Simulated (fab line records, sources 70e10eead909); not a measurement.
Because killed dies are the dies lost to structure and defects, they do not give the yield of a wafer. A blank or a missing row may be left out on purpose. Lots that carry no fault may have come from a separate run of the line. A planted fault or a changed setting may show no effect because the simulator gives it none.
Which of the tools did it? || flow nandHarc || 12 lots with 36 wafers sampled at 5 steps, on a route of 1302 steps

== WHAT THE GAUGES SHOWED, per wafer ==
NHARC_A_CONTACT_CD_MEAS_15. Usual: cdNm reads 189.9 nm (standard deviation 0.71).
{"lot": "L255", "measured": "day 22 00:40", "on": "cdSem-03", "cdNm (nm)": "190.3 190.1 190.5", "flag": ""}
{"lot": "L256", "measured": "day 22 20:36", "on": "cdSem-01", "cdNm (nm)": "190.0 188.9 190.1", "flag": ""}
{"lot": "L257", "measured": "day 23 03:23", "on": "cdSem-02", "cdNm (nm)": "190.8 189.4 189.6", "flag": ""}
{"lot": "L258", "measured": "day 23 18:00", "on": "cdSem-01", "cdNm (nm)": "188.9 189.7 188.8", "flag": ""}
{"lot": "L259", "measured": "day 23 19:34", "on": "cdSem-02", "cdNm (nm)": "189.7 189.7 189.9", "flag": ""}
{"lot": "L263", "measured": "day 25 15:05", "on": "cdSem-02", "cdNm (nm)": "190.8 189.8 189.7", "flag": ""}
{"lot": "L264", "measured": "day 26 15:05", "on": "cdSem-03", "cdNm (nm)": "190.1 190.3 190.2", "flag": ""}
{"lot": "L266", "measured": "day 26 18:43", "on": "cdSem-03", "cdNm (nm)": "189.6 191.3 190.0", "flag": ""}
{"lot": "L267", "measured": "day 27 08:11", "on": "cdSem-01", "cdNm (nm)": "188.0 190.3 188.6", "flag": ""}
{"lot": "L273", "measured": "day 29 19:52", "on": "cdSem-03", "cdNm (nm)": "189.7 191.1 189.9", "flag": ""}
{"lot": "L276", "measured": "day 31 00:05", "on": "cdSem-03", "cdNm (nm)": "191.0 189.9 191.2", "flag": ""}
{"lot": "L278", "measured": "day 31 12:50", "on": "cdSem-01", "cdNm (nm)": "189.1 189.9 191.0", "flag": ""}

NHARC_A_BLC_OVL_MEAS_11. Usual: overlayXNm 0.1 nm, standard deviation 0.69; overlayYNm 0.0 nm, standard deviation 0.86.
{"lot": "L255", "measured": "day 22 03:34", "on": "overlay-02", "overlayXNm (nm)": "-1.1 -0.9 -1.0", "overlayYNm (nm)": "-1.5 -1.7 -1.6", "flag": ""}
{"lot": "L256", "measured": "day 23 00:03", "on": "overlay-01", "overlayXNm (nm)": "-0.3 -0.2 -0.1", "overlayYNm (nm)": "-0.2 0.2 0.6", "flag": ""}
{"lot": "L257", "measured": "day 23 06:42", "on": "overlay-02", "overlayXNm (nm)": "0.5 0.5 1.2", "overlayYNm (nm)": "1.0 1.4 1.1", "flag": ""}
{"lot": "L258", "measured": "day 23 21:01", "on": "overlay-01", "overlayXNm (nm)": "0.4 0.1 0.2", "overlayYNm (nm)": "0.0 0.6 -0.1", "flag": ""}
{"lot": "L259", "measured": "day 23 22:43", "on": "overlay-02", "overlayXNm (nm)": "0.2 0.8 0.6", "overlayYNm (nm)": "0.6 0.9 0.4", "flag": ""}
{"lot": "L263", "measured": "day 25 17:59", "on": "overlay-01", "overlayXNm (nm)": "0.0 0.8 0.7", "overlayYNm (nm)": "-0.4 -0.4 -0.8", "flag": ""}
{"lot": "L264", "measured": "day 26 17:59", "on": "overlay-01", "overlayXNm (nm)": "0.0 0.0 -0.3", "overlayYNm (nm)": "-0.1 -0.5 -0.6", "flag": ""}
{"lot": "L266", "measured": "day 26 21:42", "on": "overlay-01", "overlayXNm (nm)": "0.8 0.7 0.8", "overlayYNm (nm)": "-0.8 -0.8 -1.0", "flag": ""}
{"lot": "L267", "measured": "day 27 11:20", "on": "overlay-02", "overlayXNm (nm)": "4.3 4.2 4.4", "overlayYNm (nm)": "0.7 0.4 0.9", "flag": "OFF"}
{"lot": "L273", "measured": "day 30 00:04", "on": "overlay-02", "overlayXNm (nm)": "3.7 3.9 3.7", "overlayYNm (nm)": "-1.3 -0.8 -0.3", "flag": "OFF"}
{"lot": "L276", "measured": "day 31 03:06", "on": "overlay-02", "overlayXNm (nm)": "-0.2 0.0 -0.2", "overlayYNm (nm)": "1.0 1.1 0.9", "flag": ""}
{"lot": "L278", "measured": "day 31 15:52", "on": "overlay-02", "overlayXNm (nm)": "-0.3 0.3 0.4", "overlayYNm (nm)": "0.3 -0.2 -0.1", "flag": ""}

== TOOL THAT RAN EACH LOT (tool first, then ch and the chambers of the sampled wafers, then the start) ==
{"lot": "L255", "NHARC_A_CONTACT_ETCH_138": "harCapEtch-03 ch 0,1, day 21 23:37", "NHARC_A_CONTACT_ETCH_98": "rieDiel-01 ch 0,1,2, day 22 00:40 or earlier", "NHARC_A_BLC_EXPOSE_07": "arfiScanner-02 ch 0, day 22 03:20"}
{"lot": "L256", "NHARC_A_CONTACT_ETCH_138": "harCapEtch-02 ch 0,1, day 22 19:33", "NHARC_A_CONTACT_ETCH_98": "rieDiel-02 ch 0,1,3, day 22 20:36 or earlier", "NHARC_A_BLC_EXPOSE_07": "arfiScanner-02 ch 0, day 22 23:50"}
{"lot": "L257", "NHARC_A_CONTACT_ETCH_138": "harCapEtch-02 ch 0,1, day 23 02:19", "NHARC_A_CONTACT_ETCH_98": "rieDiel-02 ch 0,1, day 23 03:18", "NHARC_A_BLC_EXPOSE_07": "arfiScanner-01 ch 0, day 23 06:29"}
{"lot": "L258", "NHARC_A_CONTACT_ETCH_138": "harCapEtch-03 ch 0,1, day 23 16:57", "NHARC_A_CONTACT_ETCH_98": "rieDiel-01 ch 0,1,3, day 23 18:00 or earlier", "NHARC_A_BLC_EXPOSE_07": "arfiScanner-02 ch 0, day 23 20:48"}
{"lot": "L259", "NHARC_A_CONTACT_ETCH_138": "harCapEtch-01 ch 0,1, day 23 18:31", "NHARC_A_CONTACT_ETCH_98": "rieDiel-01 ch 0,2,3, day 23 19:34 or earlier", "NHARC_A_BLC_EXPOSE_07": "arfiScanner-02 ch 0, day 23 22:30"}
{"lot": "L263", "NHARC_A_CONTACT_ETCH_138": "harCapEtch-03 ch 1, day 25 14:02", "NHARC_A_CONTACT_ETCH_98": "rieDiel-02 ch 1,2, day 25 15:05 or earlier", "NHARC_A_BLC_EXPOSE_07": "arfiScanner-01 ch 0, day 25 17:46"}
{"lot": "L264", "NHARC_A_CONTACT_ETCH_138": "harCapEtch-03 ch 0,1, day 26 14:08", "NHARC_A_CONTACT_ETCH_98": "rieDiel-02 ch 0,1,2, day 26 15:05 or earlier", "NHARC_A_BLC_EXPOSE_07": "arfiScanner-03 ch 0, day 26 17:46"}
{"lot": "L266", "NHARC_A_CONTACT_ETCH_138": "harCapEtch-02 ch 0,1, day 26 17:40", "NHARC_A_CONTACT_ETCH_98": "rieDiel-02 ch 0,1, day 26 18:43 or earlier", "NHARC_A_BLC_EXPOSE_07": "arfiScanner-03 ch 0, day 26 21:28"}
{"lot": "L267", "NHARC_A_CONTACT_ETCH_138": "harCapEtch-01 ch 0,1, day 27 07:05", "NHARC_A_CONTACT_ETCH_98": "rieDiel-02 ch 1,2, day 27 08:05", "NHARC_A_BLC_EXPOSE_07": "arfiScanner-03 ch 0, day 27 11:06"}
{"lot": "L273", "NHARC_A_CONTACT_ETCH_138": "harCapEtch-03 ch 0,1, day 29 18:49", "NHARC_A_CONTACT_ETCH_98": "rieDiel-01 ch 0,2,3, day 29 19:52 or earlier", "NHARC_A_BLC_EXPOSE_07": "arfiScanner-03 ch 0, day 29 23:50"}
{"lot": "L276", "NHARC_A_CONTACT_ETCH_138": "harCapEtch-02 ch 0,1, day 30 23:02", "NHARC_A_CONTACT_ETCH_98": "rieDiel-02 ch 0,2,3, day 31 00:05 or earlier", "NHARC_A_BLC_EXPOSE_07": "arfiScanner-02 ch 0, day 31 02:52"}
{"lot": "L278", "NHARC_A_CONTACT_ETCH_138": "harCapEtch-03 ch 0,1, day 31 11:37", "NHARC_A_CONTACT_ETCH_98": "rieDiel-02 ch 1,2, day 31 12:50 or earlier", "NHARC_A_BLC_EXPOSE_07": "arfiScanner-01 ch 0, day 31 15:38"}
- NHARC_A_CONTACT_ETCH_138: etches the open film in C4F8/O2/Ar, time 311 s, target depth 1914 nm.
- NHARC_A_CONTACT_ETCH_98: etches the open film in C4F6/O2, target depth 20 nm, time 10 s.
- NHARC_A_BLC_EXPOSE_07: exposes mask A BLC, target cd 100 nm.

== WHAT THE TOOLS THEMSELVES READ (means of the sampled wafers that have a number; where no wafer has one, the mark that the record gives instead) ==
NHARC_A_CONTACT_ETCH_98. Usual: for c4f6FlowSccm, 24.99 sccm with a standard deviation of 0.079; for drypumpMotorCurrentA, 5.6 A with a standard deviation of 0.56; for mfcArSccm, 499.9 sccm with a standard deviation of 1.5; for oesProductAu, 0.958 a.u. with a standard deviation of 0.017; for rfVppV, 548 V with a standard deviation of 3.2; for showerheadPlenumPTorr, 3.96 Torr with a standard deviation of 0.15; for throttleValvePct, 26.904 % with a standard deviation of 0.0096.
{"lot": "L255", "tool": "rieDiel-01", "c4f6FlowSccm (sccm)": 25.05, "drypumpMotorCurrentA (A)": 5.8, "mfcArSccm (sccm)": 500.3, "oesProductAu (a.u.)": 0.970, "rfVppV (V)": 549, "showerheadPlenumPTorr (Torr)": 3.99, "throttleValvePct (%)": 26.898, "flag": ""}
{"lot": "L256", "tool": "rieDiel-02", "c4f6FlowSccm (sccm)": 24.96, "drypumpMotorCurrentA (A)": 5.7, "mfcArSccm (sccm)": 499.5, "oesProductAu (a.u.)": 0.941, "rfVppV (V)": 546, "showerheadPlenumPTorr (Torr)": 3.90, "throttleValvePct (%)": 26.906, "flag": ""}
{"lot": "L257", "tool": "rieDiel-02", "c4f6FlowSccm (sccm)": 25.05, "drypumpMotorCurrentA (A)": 5.5, "mfcArSccm (sccm)": 500.1, "oesProductAu (a.u.)": 0.972, "rfVppV (V)": 547, "showerheadPlenumPTorr (Torr)": 3.92, "throttleValvePct (%)": 26.911, "flag": ""}
{"lot": "L258", "tool": "rieDiel-01", "c4f6FlowSccm (sccm)": 25.07, "drypumpMotorCurrentA (A)": 5.4, "mfcArSccm (sccm)": 500.9, "oesProductAu (a.u.)": 1.009, "rfVppV (V)": 549, "showerheadPlenumPTorr (Torr)": 4.02, "throttleValvePct (%)": 26.908, "flag": ""}
{"lot": "L259", "tool": "rieDiel-01", "c4f6FlowSccm (sccm)": 25.05, "drypumpMotorCurrentA (A)": 5.7, "mfcArSccm (sccm)": 500.0, "oesProductAu (a.u.)": 0.958, "rfVppV (V)": 547, "showerheadPlenumPTorr (Torr)": 3.96, "throttleValvePct (%)": 26.908, "flag": ""}
{"lot": "L263", "tool": "rieDiel-02", "c4f6FlowSccm (sccm)": 25.00, "drypumpMotorCurrentA (A)": 5.6, "mfcArSccm (sccm)": 501.5, "oesProductAu (a.u.)": 0.953, "rfVppV (V)": 548, "showerheadPlenumPTorr (Torr)": 4.00, "throttleValvePct (%)": 26.909, "flag": ""}
{"lot": "L264", "tool": "rieDiel-02", "c4f6FlowSccm (sccm)": 25.01, "drypumpMotorCurrentA (A)": 5.3, "mfcArSccm (sccm)": 500.2, "oesProductAu (a.u.)": 0.951, "rfVppV (V)": 549, "showerheadPlenumPTorr (Torr)": 4.02, "throttleValvePct (%)": 26.892, "flag": ""}
{"lot": "L266", "tool": "rieDiel-02", "c4f6FlowSccm (sccm)": 24.93, "drypumpMotorCurrentA (A)": 5.2, "mfcArSccm (sccm)": 499.5, "oesProductAu (a.u.)": 0.953, "rfVppV (V)": 548, "showerheadPlenumPTorr (Torr)": 3.92, "throttleValvePct (%)": 26.898, "flag": ""}
{"lot": "L267", "tool": "rieDiel-02", "c4f6FlowSccm (sccm)": 25.01, "drypumpMotorCurrentA (A)": 5.4, "mfcArSccm (sccm)": 499.9, "oesProductAu (a.u.)": 0.951, "rfVppV (V)": 550, "showerheadPlenumPTorr (Torr)": 4.11, "throttleValvePct (%)": 26.905, "flag": ""}
{"lot": "L273", "tool": "rieDiel-01", "c4f6FlowSccm (sccm)": 24.97, "drypumpMotorCurrentA (A)": 5.7, "mfcArSccm (sccm)": 497.9, "oesProductAu (a.u.)": 0.955, "rfVppV (V)": 548, "showerheadPlenumPTorr (Torr)": 3.94, "throttleValvePct (%)": 26.910, "flag": ""}
{"lot": "L276", "tool": "rieDiel-02", "c4f6FlowSccm (sccm)": 24.99, "drypumpMotorCurrentA (A)": 5.5, "mfcArSccm (sccm)": 499.8, "oesProductAu (a.u.)": 0.955, "rfVppV (V)": 549, "showerheadPlenumPTorr (Torr)": 3.99, "throttleValvePct (%)": 26.896, "flag": ""}
{"lot": "L278", "tool": "rieDiel-02", "c4f6FlowSccm (sccm)": 25.00, "drypumpMotorCurrentA (A)": 5.4, "mfcArSccm (sccm)": 498.8, "oesProductAu (a.u.)": 0.943, "rfVppV (V)": 551, "showerheadPlenumPTorr (Torr)": 4.10, "throttleValvePct (%)": 26.905, "flag": ""}

== THE ANSWER, worked out from the rows above alone ==
Rule: a lot counts as off when the mean over its wafers that have a number is more than 3 standard deviations away from the usual mean. Also off: a lot with no number at a reading for which 4 or more lots have one. Any other lot the step has rows for is counted as sound. After the gauges, taken in route order, come the tools' own readings; for these a lot's mean is taken, as printed above. The first step at which some lot is off is used, and at that step the reading that is off furthest; a lot without a number counts as furthest.
Off: L267, L273 (NHARC_A_BLC_OVL_MEAS_11, overlayXNm).
If a tool, at a process step before that reading, ran all the lots that are off and no sound lot after the first of them, it fits. Those tools and the gauges at NHARC_A_BLC_OVL_MEAS_11 are tried in the same way. NHARC_A_CONTACT_ETCH_98 gives no start for some lots, so the hours and the order of its lots are those of NHARC_A_CONTACT_CD_MEAS_15. One candidate fits, namely arfiScanner-03 at NHARC_A_BLC_EXPOSE_07. A fault onset in the window from L266 (day 26 21:28, its last sound lot) to L267 (day 27 11:06, its first lot off) fits.

== WHAT WAS PUT IN BY THE SIMULATOR ==
Scanner matching overlay: arfiScanner-03, from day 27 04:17 on, at NHARC_A_BLC_EXPOSE_07. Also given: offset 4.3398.
Shown lots that were struck: L267, L273. The rule above reached the same finding.
